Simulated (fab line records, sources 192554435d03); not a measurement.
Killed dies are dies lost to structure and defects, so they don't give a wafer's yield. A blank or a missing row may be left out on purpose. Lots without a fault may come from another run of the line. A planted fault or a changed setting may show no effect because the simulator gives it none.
fab line records | flow n5_finfet
record lots=7 wafers=39
route steps=1938 shown PASSIVATION@1930
start_h: hours from the record's first day to the start of the lot's first wafer shown | wait_h: hours since the lot's step before | " the same as in the row above | L1.1+2: a row that stands for several wafers | - no value, or no start given | * or withheld: withheld | < > ~ a bound
route shown NAME@n: a module of which the file shows steps, and the number in the route of the first | usual: mean/standard deviation of fault-free wafers | same: alike in all rows | chamber/n: place in a boat | sites: the reading at each site | _std_site: their standard deviation | _edge_site: outer sites' mean less inner sites' | radius_mm: how far each site lies from the wafer's centre | mask NAME#n: copy n | behind: the tool/chamber that last shaped the wafer | hold: why the lot was held/for how many hours/how that ended | device: the transistor (n, p or np) that didn't switch | end of line: the same wafers' tests at the end of the route | a step without rows: its recipe alone | killed: dies lost to structure and defects at the first sort, not the wafer's yield | map: a wafer's dies, x killed, . not, _ none there
set.NAME: the setting as run; set.NAME@STEP: as run at that earlier step | model.NAME: the simulator's own value behind a step, which no gauge read
lots whose settings were changed on purpose; a table a step, a row a wafer
## steps
# step N5_PASSIVATION_ETCH_54
# recipe chemistry=CHF3/O2 target=SiO2 target_depth_a=8800 CHF3_flow_sccm=50 O2_flow_sccm=5 Ar_flow_sccm=200 time_s=440 mask_material=PR pressure_mtorr=30 source_w=650 bias_w=170 ion_energy_ev=200
# columns lot.wafer tool chamber start_h wait_h set.time_s model.PASSIVATION.feature_depth_nm model.etch.depth_nm
L076.1 rie_diel-06 2 276.42 0.1 597.4 1213 1213
L076.2 " 0 " " 597.4 1156 1156
L076.3 " 3 " " 597.4 1238 1238
L076.4 " 3 " " 440 907 907
L076.5 " 2 " " 440 901.8 901.7
L076.6 " 0 " " 440 865 864.9
L077.1 rie_diel-06 0 283.27 0.1 535.9 1036 1036
L077.2 " 1 " " 440 857.4 857.4
L077.3 " 3 " " 440 898 897.9
L077.4 " 2 " " 440 885 885
L077.5 " 1 " " 535.9 1042 1042
L077.6 " 2 " " 535.9 1078 1078
L084.1 rie_diel-05 3 322.67 0.1 343.6 684.8 684.8
L084.2 " 1 " " 440 896.2 896.3
L084.3 " 0 " " 440 875.8 875.8
L084.4 " 2 " " 343.6 691.6 691.6
L084.5 " 0 " " 343.6 688.8 688.8
L084.6 " 1 " " 440 908 908.1
L082.1 rie_diel-04 2 323.38 0.1 195.3 380.8 380.8
L082.2 " 0 " " 440 924.8 924.8
L082.3 " 3 " " 195.3 396.6 396.6
L082.4 " 1 " " 440 908.8 908.8
L082.5 " 0 " " 440 913 913.1
L082.6 " 3 " " 195.3 394.6 394.6
L087.1 rie_diel-06 2 345.12 0.1 440 894 894
L087.2 " 1 " " 440 859.6 859.7
L087.3 " 3 " " 440 911.2 911.2
L087.4 " 0 " " 440 861 861.1
L087.5 " 1 " " 440 850.6 850.6
L087.6 " 0 " " 440 859.2 859.2
L088.2 rie_diel-06 1 352.57 0.1 440 856.4 856.5
L088.3 " 3 " " 440 886.2 886.2
L088.6 " 3 " " 440 896.2 896.2
L097.1 rie_diel-06 3 406.65 0.1 234.4 479.2 479.1
L097.2 " 0 " " 234.4 453.8 453.8
L097.3 " 2 " " 440 871 871
L097.4 " 1 " " 440 852.8 852.9
L097.5 " 3 " " 440 903.4 903.4
L097.6 " 2 " " 234.4 463.4 463.4
# step N5_PASSIVATION_STRIP_48
# recipe chemistry=O2 power_w=600 temp_c=60 pressure_mtorr=30 rf_frequency_hz=6e+07 bias_power_w=0 overash_fraction=0.5 o2_flow_sccm=225
# step N5_PASSIVATION_STRIP_52
# recipe chemistry=post_etch_residue_remover time_s=1200 temp_c=72.5
# step N5_PASSIVATION_SRD_72
# recipe dry=ipa_marangoni time_s=30 temp_c=23 rinse_liquid=diw
# step N5_PASSIVATION_ANNEAL_56
# recipe temp_c=400 time_s=1800 ambient=FGA idle_temp_c=300 ramp_up_c_per_min=5 ramp_down_c_per_min=3
# step N5_PASSIVATION_PROBE_49
# usual defect_limited_yield=91.8/1.5 killed_at_M0_to_M3=33/11 killed_at_M4_up=13/5 killed_at_contacts=11/5.6 killed_at_front_end=36/12 killed_at_other=3.4/2.5 killed_dies=97/18 killed_open=64/13 killed_short=31/6.9 sort_bin_4_leakage=0.01/0.048 sort_bin_5_function=4.8/1 sort_bin_6_memory=3.1/0.64 sort_bin_8_speed=0.00/0.014 sort_n_pass=1083/18 sort_yield_pct=91.8/1.5
# same gross_dies=1180 killed_at_back_side=0
# columns lot.wafer tool chamber start_h wait_h set.time_s@PASSIVATION_ETCH_54 defect_limited_yield[%] killed_at_M0_to_M3 killed_at_M4_up killed_at_contacts killed_at_front_end killed_at_other killed_dies killed_open killed_short sort_bin_4_leakage[%] sort_bin_5_function[%] sort_bin_6_memory[%] sort_bin_8_speed[%] sort_n_pass sort_yield_pct[%]
L076.1 prober-01 - 279.20 0.0 597.4 0 26 1096 6 48 4 1180 71 31 0 95.8 3.3 0 0 0
L076.2 prober-01 - 279.25 0.1 597.4 0 23 1115 8 28 6 1180 57 22 0 96.8 2.8 0 0 0
L076.3 prober-01 - 279.30 0.1 597.4 0 34 1076 13 57 0 1180 80 33 0 95.3 4.3 0 0 0
L076.4 prober-01 - 279.35 0.2 440 0 27 12 12 1127 2 1180 59 24 0 97.0 3.0 0 0 0
L076.5 prober-01 - 279.40 0.2 440 0 41 41 7 1089 2 1180 50 40 0 96.9 2.9 0 0 0
L076.6 prober-01 - 279.45 0.3 440 0.8 33 16 10 1111 1 1171 69 23 0 96.3 3.0 0 9 0.8
L077.1 prober-01 - 286.10 0.0 535.9 0 41 12 17 1105 5 1180 71 28 0 96.5 3.3 0 0 0
L077.2 prober-01 - 286.15 0.1 440 92.0 41 12 7 26 8 94 64 30 0 4.3 3.4 0 1086 92.0
L077.3 prober-01 - 286.20 0.1 440 0 38 17 3 1114 8 1180 65 33 0 96.9 2.8 0 0 0
L077.4 prober-01 - 286.25 0.2 440 0 60 1073 13 31 3 1180 100 29 0 95.8 4.0 0 0 0
L077.5 prober-01 - 286.30 0.2 535.9 0 18 14 16 1128 4 1180 55 25 0 97.5 2.1 0 0 0
L077.6 prober-01 - 286.35 0.3 535.9 0 37 1093 5 41 4 1180 69 37 0 95.9 3.5 0 0 0
L084.1 prober-01 - 325.45 0.0 343.6 0 39 13 11 38 1079 1180 65 27 0 96.4 3.5 0 0 0
L084.2 prober-01 - 325.50 0.1 440 91.2 34 17 15 36 2 104 68 32 0 5.3 3.1 0 1076 91.2
L084.3 prober-01 - 325.55 0.1 440 92.4 28 24 11 27 0 90 50 32 0 4.7 2.9 0 1090 92.4
L084.4 prober-01 - 325.60 0.2 343.6 0.4 20 17 13 43 1082 1175 70 21 0 96.0 3.3 0 5 0.4
L084.5 prober-01 - 325.65 0.2 343.6 0 40 17 18 40 1065 1180 67 43 0 96.0 3.4 0 0 0
L084.6 prober-01 - 325.70 0.3 440 92.2 19 25 9 37 2 92 64 24 92.20 4.2 3.5 0 0 0
L082.1 prober-01 - 327.44 0.0 195.3 0 20 7 11 913 229 1180 49 26 0 96.6 3.1 0 0 0
L082.2 prober-01 - 327.49 0.1 440 91.5 20 10 23 43 4 100 65 34 0 4.8 3.3 0 1080 91.5
L082.3 prober-01 - 327.54 0.1 195.3 0 26 12 16 1109 17 1180 59 28 0 96.5 3.3 0 0 0
L082.4 prober-01 - 327.59 0.2 440 71.9 21 221 14 59 16 331 66 35 0 23.1 3.6 0 849 71.9
L082.5 prober-01 - 327.64 0.2 440 91.2 32 13 19 36 4 104 72 32 0 5.2 3.4 0 1076 91.2
L082.6 prober-01 - 327.69 0.3 195.3 0 35 6 11 1096 32 1180 65 35 0 96.1 3.6 0 0 0
L087.1 prober-02 - 347.92 0.0 440 70.8 32 10 24 276 2 344 70 41 0 25.1 3.7 0 836 70.8
L087.2 prober-02 - 347.97 0.1 440 70.3 40 19 20 270 1 350 83 34 70.34 26.1 3.3 0 0 0
L087.3 prober-02 - 348.02 0.1 440 92.0 34 8 20 27 5 94 66 26 0 4.6 3.4 0 1086 92.0
L087.4 prober-02 - 348.07 0.2 440 0 41 803 17 315 4 1180 72 33 0 96.7 2.9 0 0 0
L087.5 prober-02 - 348.12 0.2 440 0 24 1100 23 30 3 1180 63 31 0 97.0 2.5 0 0 0
L087.6 prober-02 - 348.17 0.3 440 0 23 1098 19 34 6 1180 60 34 0 96.9 3.1 0 0 0
L088.2 prober-02 - 355.40 0.1 440 90.5 46 17 12 36 1 112 74 31 0 6.2 2.8 0 1068 90.5
L088.3 prober-02 - 355.45 0.1 440 92.5 28 8 4 47 1 88 52 23 0 3.7 2.5 0 1092 92.5
L088.6 prober-02 - 355.60 0.3 440 93.3 28 14 3 28 6 79 49 29 0 3.6 2.7 0 1101 93.3
L097.1 prober-01 - 409.45 0.0 234.4 0 36 12 11 35 1086 1180 63 33 0 96.9 2.9 0 0 0
L097.2 prober-01 - 409.50 0.1 234.4 0 28 14 9 30 1099 1180 60 32 0 97.1 2.7 0 0 0
L097.3 prober-01 - 409.55 0.1 440 78.4 44 153 3 50 5 255 81 34 0 13.8 7.6 0.08 924 78.3
L097.4 prober-01 - 409.60 0.2 440 80.0 28 169 11 23 5 236 64 17 0 12.0 7.7 0 944 80.0
L097.5 prober-01 - 409.65 0.2 440 80.8 40 148 7 28 3 226 58 29 0 11.5 7.3 0 954 80.8
L097.6 prober-01 - 409.70 0.3 234.4 0 57 20 10 24 1069 1180 77 41 0 95.8 3.9 0 0 0
# killed by level:class
L076.1 BEOL_M4:area_etch=1076 FIN_SAQP:geometric_particle:open=9 BEOL_M4:geometric_particle:open=8 DUMMY_GATE:geometric_particle:open=6 MOL_CONTACT_COAG:geometric_particle:open=6 BEOL_M0_SAQP:geometric_particle:open=6 BEOL_M3:geometric_particle:open=6 STI_FIN_REVEAL:geometric_particle:open=5
L076.2 BEOL_M4:area_etch=1101 BEOL_M3:geometric_particle:open=10 FIN_SAQP:geometric_particle:open=9 BEOL_M0_SAQP:geometric_particle:short=7 GATE_CUT:geometric_particle:open=5 MOL_CONTACT_COAG:geometric_particle:open=5 DUMMY_GATE:geometric_particle:open=3 MOL_CONTACT_COAG:geometric_particle:short=3
L076.3 BEOL_M10:area_etch=1065 FIN_SAQP:geometric_particle:open=20 MOL_CONTACT_COAG:geometric_particle:open=10 BEOL_M3:geometric_particle:open=9 FIN_SAQP:geometric_particle:short=7 GATE_CUT:geometric_particle:short=6 BEOL_M0_SAQP:geometric_particle:open=6 STI_FIN_REVEAL:geometric_particle:open=5
L076.4 DUMMY_GATE:area_etch=1095 MOL_CONTACT_COAG:geometric_particle:open=10 FIN_SAQP:geometric_particle:open=8 BEOL_M0_SAQP:geometric_particle:short=8 FIN_SAQP:geometric_particle:short=5 BEOL_M0_SAQP:geometric_particle:open=5 BEOL_M2:geometric_particle:open=5 BEOL_M7:geometric_particle:open=5
L076.5 DUMMY_GATE:area_etch=1054 BEOL_M10:area_etch=34 FIN_SAQP:geometric_particle:short=16 BEOL_M0_SAQP:geometric_particle:short=11 BEOL_M3:geometric_particle:open=11 BEOL_M0_SAQP:geometric_particle:open=10 FIN_SAQP:geometric_particle:open=6 DUMMY_GATE:geometric_particle:open=4
L076.6 DUMMY_GATE:area_etch=1075 BEOL_M3:geometric_particle:open=18 MOL_CONTACT_COAG:geometric_particle:open=8 FIN_SAQP:geometric_particle:open=7 DUMMY_GATE:geometric_particle:open=7 BEOL_M0_SAQP:geometric_particle:short=5 FIN_SAQP:geometric_particle:short=4 STI_FIN_REVEAL:geometric_particle:open=4
L077.1 DUMMY_GATE:area_etch=1081 MOL_CONTACT_COAG:geometric_particle:open=17 BEOL_M3:geometric_particle:open=14 BEOL_M0_SAQP:geometric_particle:open=9 BEOL_M0_SAQP:geometric_particle:short=9 STI_FIN_REVEAL:geometric_particle:open=5 STARTING-WAFER:geometric_particle:short=4 BEOL_M1:geometric_particle:open=4
L077.2 BEOL_M0_SAQP:geometric_particle:short=14 FIN_SAQP:geometric_particle:open=11 BEOL_M0_SAQP:geometric_particle:open=11 BEOL_M3:geometric_particle:open=6 MOL_CONTACT_COAG:geometric_particle:open=5 BEOL_M4:geometric_particle:open=5 GATE_CUT:geometric_particle:short=4 BEOL_M0:geometric_particle:open=4
L077.3 DUMMY_GATE:area_etch=1082 FIN_SAQP:geometric_particle:open=12 BEOL_M0_SAQP:geometric_particle:short=11 BEOL_M0_SAQP:geometric_particle:open=10 BEOL_M4:geometric_particle:open=9 FIN_SAQP:geometric_particle:short=5 BEOL_M2:geometric_particle:open=5 DUMMY_GATE:geometric_particle:open=4
L077.4 BEOL_M4:area_etch=1051 BEOL_M0_SAQP:geometric_particle:open=20 BEOL_M4:geometric_particle:open=16 BEOL_M3:geometric_particle:open=14 FIN_SAQP:geometric_particle:open=13 BEOL_M0_SAQP:geometric_particle:short=12 MOL_CONTACT_COAG:geometric_particle:open=8 STI_FIN_REVEAL:geometric_particle:open=7
L077.5 DUMMY_GATE:area_etch=1100 MOL_CONTACT_COAG:geometric_particle:open=11 FIN_SAQP:geometric_particle:open=8 BEOL_M3:geometric_particle:open=8 BEOL_M4:geometric_particle:open=8 MOL_CONTACT_COAG:geometric_particle:short=5 STARTING-WAFER:geometric_particle:short=5 GATE_CUT:geometric_particle:short=4
L077.6 BEOL_M4:area_etch=1072 FIN_SAQP:geometric_particle:open=12 BEOL_M0_SAQP:geometric_particle:short=9 BEOL_M0_SAQP:geometric_particle:open=9 BEOL_M4:geometric_particle:open=9 FIN_SAQP:geometric_particle:short=8 BEOL_M3:geometric_particle:open=6 BEOL_M1:geometric_particle:open=5
L084.1 PASSIVATION:area_etch=1079 MOL_CONTACT_COAG:geometric_particle:open=10 BEOL_M0_SAQP:geometric_particle:open=10 BEOL_M0_SAQP:geometric_particle:short=8 BEOL_M1:geometric_particle:open=8 FIN_SAQP:geometric_particle:open=6 DUMMY_GATE:geometric_particle:open=6 FIN_SAQP:geometric_particle:short=5
L084.2 MOL_CONTACT_COAG:geometric_particle:open=12 FIN_SAQP:geometric_particle:open=11 BEOL_M0_SAQP:geometric_particle:open=8 BEOL_M0_SAQP:geometric_particle:short=7 BEOL_M2:geometric_particle:open=7 FIN_SAQP:geometric_particle:short=5 BEOL_M1:geometric_particle:open=5 BEOL_M5:geometric_particle:open=5
L084.3 MOL_CONTACT_COAG:geometric_particle:open=8 BEOL_M0_SAQP:geometric_particle:short=7 BEOL_M4:geometric_particle:open=7 FIN_SAQP:geometric_particle:open=6 BEOL_M0_SAQP:geometric_particle:open=5 BEOL_M2:geometric_particle:open=5 BEOL_M4:geometric_particle:short=5 STARTING-WAFER:geometric_particle:open=5
L084.4 PASSIVATION:area_etch=1080 STI_FIN_REVEAL:geometric_particle:open=21 MOL_CONTACT_COAG:geometric_particle:open=10 BEOL_M2:geometric_particle:open=9 FIN_SAQP:geometric_particle:open=8 DUMMY_GATE:geometric_particle:open=4 MOL_CONTACT_COAG:geometric_particle:short=3 BEOL_M2:geometric_particle:short=3
L084.5 PASSIVATION:area_etch=1064 STI_FIN_REVEAL:geometric_particle:open=13 MOL_CONTACT_COAG:geometric_particle:open=12 BEOL_M4:geometric_particle:open=11 BEOL_M0_SAQP:geometric_particle:short=10 BEOL_M3:geometric_particle:open=8 FIN_SAQP:geometric_particle:short=7 FIN_SAQP:geometric_particle:open=6
L084.6 DUMMY_GATE:geometric_particle:open=8 MOL_CONTACT_COAG:geometric_particle:open=8 BEOL_M4:geometric_particle:open=8 FIN_SAQP:geometric_particle:open=7 BEOL_M1:geometric_particle:open=5 BEOL_M3:geometric_particle:open=5 STI_FIN_REVEAL:geometric_particle:open=4 STI_FIN_REVEAL:geometric_particle:short=4
L082.1 DUMMY_GATE:area_etch=881 PASSIVATION:area_etch=223 MOL_CONTACT_COAG:geometric_particle:open=10 FIN_SAQP:geometric_particle:short=8 FIN_SAQP:geometric_particle:open=7 BEOL_M3:geometric_particle:open=7 BEOL_M0_SAQP:geometric_particle:open=5 PASS1_CAP:geometric_particle:short=4
L082.2 MOL_CONTACT_COAG:geometric_particle:open=18 FIN_SAQP:geometric_particle:short=11 BEOL_M1:geometric_particle:open=8 STI_FIN_REVEAL:geometric_particle:open=6 FIN_SAQP:geometric_particle:open=5 MOL_CONTACT_COAG:geometric_particle:short=5 STARTING-WAFER:geometric_particle:short=5 STARTING-WAFER:geometric_particle:open=5
L082.3 DUMMY_GATE:area_etch=1074 PASSIVATION:area_etch=16 STI_FIN_REVEAL:geometric_particle:open=10 MOL_CONTACT_COAG:geometric_particle:open=10 FIN_SAQP:geometric_particle:open=8 BEOL_M4:geometric_particle:open=7 MOL_CONTACT_COAG:geometric_particle:short=6 GATE_CUT:geometric_particle:short=5
L082.4 BEOL_M4:area_etch=213 STI_FIN_REVEAL:geometric_particle:open=17 HKMG_FIN:area_etch=15 MOL_CONTACT_COAG:geometric_particle:open=13 FIN_SAQP:geometric_particle:open=10 PASS1_CAP:geometric_particle:short=8 BEOL_M0_SAQP:geometric_particle:short=7 PASS1_CAP:geometric_particle:open=6
L082.5 MOL_CONTACT_COAG:geometric_particle:open=13 STI_FIN_REVEAL:geometric_particle:open=12 BEOL_M2:geometric_particle:open=7 BEOL_M3:geometric_particle:open=7 FIN_SAQP:geometric_particle:open=6 MOL_CONTACT_COAG:geometric_particle:short=6 BEOL_M0_SAQP:geometric_particle:short=6 BEOL_M0_SAQP:geometric_particle:open=5
L082.6 DUMMY_GATE:area_etch=1058 PASSIVATION:area_etch=21 MOL_CONTACT_COAG:geometric_particle:open=11 BEOL_M2:geometric_particle:open=10 BEOL_M3:geometric_particle:open=9 FIN_SAQP:geometric_particle:short=6 STI_FIN_REVEAL:geometric_particle:open=6 FIN_SAQP:geometric_particle:open=5
L087.1 DUMMY_GATE:area_etch=228 BEOL_M0_SAQP:geometric_particle:open=14 MOL_CONTACT_COAG:geometric_particle:short=12 MOL_CONTACT_COAG:geometric_particle:open=11 BEOL_M0_SAQP:geometric_particle:short=7 DUMMY_GATE:geometric_particle:open=6 GATE_CUT:geometric_particle:short=6 FIN_SAQP:geometric_particle:short=5
L087.2 DUMMY_GATE:area_etch=233 MOL_CONTACT_COAG:geometric_particle:open=16 BEOL_M0_SAQP:geometric_particle:open=10 FIN_SAQP:geometric_particle:open=9 DUMMY_GATE:geometric_particle:open=8 BEOL_M3:geometric_particle:open=7 BEOL_M0_SAQP:geometric_particle:short=6 BEOL_M2:geometric_particle:open=6
L087.3 MOL_CONTACT_COAG:geometric_particle:open=15 BEOL_M0_SAQP:geometric_particle:short=11 BEOL_M0_SAQP:geometric_particle:open=8 DUMMY_GATE:geometric_particle:open=7 BEOL_M1:geometric_particle:open=6 BEOL_M2:geometric_particle:open=6 STARTING-WAFER:geometric_particle:open=5 SPACER0:geometric_particle:open=3
L087.4 BEOL_M10:area_etch=785 DUMMY_GATE:area_etch=286 BEOL_M0_SAQP:geometric_particle:short=15 BEOL_M0_SAQP:geometric_particle:open=13 MOL_CONTACT_COAG:geometric_particle:open=10 BEOL_M1:geometric_particle:open=8 FIN_SAQP:geometric_particle:open=7 STI_FIN_REVEAL:geometric_particle:open=7
L087.5 BEOL_M10:area_etch=1083 MOL_CONTACT_COAG:geometric_particle:open=18 BEOL_M0_SAQP:geometric_particle:short=8 BEOL_M0_SAQP:geometric_particle:open=7 FIN_SAQP:geometric_particle:open=6 DUMMY_GATE:geometric_particle:open=6 MOL_CONTACT_COAG:geometric_particle:short=5 FIN_SAQP:geometric_particle:short=4
L087.6 BEOL_M10:area_etch=1084 MOL_CONTACT_COAG:geometric_particle:open=17 BEOL_M0_SAQP:geometric_particle:open=11 FIN_SAQP:geometric_particle:short=10 FIN_SAQP:geometric_particle:open=8 BEOL_M0_SAQP:geometric_particle:short=8 DUMMY_GATE:geometric_particle:open=6 BEOL_M5:geometric_particle:open=4
L088.2 STI_FIN_REVEAL:geometric_particle:open=16 MOL_CONTACT_COAG:geometric_particle:open=11 BEOL_M0_SAQP:geometric_particle:short=10 BEOL_M3:geometric_particle:open=7 BEOL_M6:geometric_particle:open=6 BEOL_M0_SAQP:geometric_particle:open=6 BEOL_M2:geometric_particle:open=6 BEOL_M0:geometric_particle:short=5
L088.3 HKMG_FIN:area_etch=13 STI_FIN_REVEAL:geometric_particle:open=9 BEOL_M3:geometric_particle:open=9 BEOL_M0_SAQP:geometric_particle:open=7 FIN_SAQP:geometric_particle:open=6 BEOL_M1:geometric_particle:open=5 FIN_SAQP:geometric_particle:short=3 STI_FIN_REVEAL:geometric_particle:short=3
L088.6 BEOL_M3:geometric_particle:open=7 FIN_SAQP:geometric_particle:open=6 BEOL_M0_SAQP:geometric_particle:short=6 FIN_SAQP:geometric_particle:short=5 BEOL_M0:geometric_particle:open=5 BEOL_M4:geometric_particle:open=5 BEOL_M1:geometric_particle:open=4 STI_FIN_REVEAL:geometric_particle:open=3
L097.1 PASSIVATION:area_etch=1082 BEOL_M2:geometric_particle:open=11 STI_FIN_REVEAL:geometric_particle:open=10 MOL_CONTACT_COAG:geometric_particle:open=10 BEOL_M0_SAQP:geometric_particle:short=8 BEOL_M3:geometric_particle:open=7 STARTING-WAFER:geometric_particle:short=6 FIN_SAQP:geometric_particle:open=4
L097.2 PASSIVATION:area_etch=1088 FIN_SAQP:geometric_particle:short=9 MOL_CONTACT_COAG:geometric_particle:open=7 BEOL_M0_SAQP:geometric_particle:short=7 BEOL_M2:geometric_particle:open=7 BEOL_M0_SAQP:geometric_particle:open=6 FIN_SAQP:geometric_particle:open=5 BEOL_M4:geometric_particle:open=5
L097.3 BEOL_M6:interface_void_opened=140 FIN_SAQP:geometric_particle:open=22 BEOL_M1:geometric_particle:open=16 FIN_SAQP:geometric_particle:short=9 BEOL_M2:geometric_particle:open=8 BEOL_M0_SAQP:geometric_particle:open=7 BEOL_M0_SAQP:geometric_particle:short=5 DUMMY_GATE:geometric_particle:open=4
L097.4 BEOL_M6:interface_void_opened=155 MOL_CONTACT_COAG:geometric_particle:open=9 BEOL_M2:geometric_particle:open=8 FIN_SAQP:geometric_particle:open=6 BEOL_M5:geometric_particle:open=6 BEOL_M0_SAQP:geometric_particle:short=6 BEOL_M3:geometric_particle:open=5 STI_FIN_REVEAL:geometric_particle:open=4
L097.5 BEOL_M6:interface_void_opened=139 BEOL_M3:geometric_particle:open=13 FIN_SAQP:geometric_particle:open=8 FIN_SAQP:geometric_particle:short=8 BEOL_M0_SAQP:geometric_particle:short=7 BEOL_M0_SAQP:geometric_particle:open=7 MOL_CONTACT_COAG:geometric_particle:open=6 BEOL_M2:geometric_particle:open=5
L097.6 PASSIVATION:area_etch=1060 BEOL_M2:geometric_particle:open=15 BEOL_M1:geometric_particle:open=10 BEOL_M0_SAQP:geometric_particle:open=10 BEOL_M3:geometric_particle:short=10 BEOL_M0_SAQP:geometric_particle:short=7 FIN_SAQP:geometric_particle:open=6 MOL_CONTACT_COAG:geometric_particle:open=6
## key
split step=N5_PASSIVATION_ETCH_54 setting=time_s stated=440 by=wafer
response step=N5_PASSIVATION_ETCH_54 reading=model.PASSIVATION.feature_depth_nm change=+9.02 per=1% r=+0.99
response step=N5_PASSIVATION_ETCH_54 reading=model.etch.depth_nm change=+9.02 per=1% r=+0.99
response step=N5_PASSIVATION_PROBE_49 reading=killed_at_other shape=bent at_lowest=92.7 at_stated=3.9 at_highest=3.3
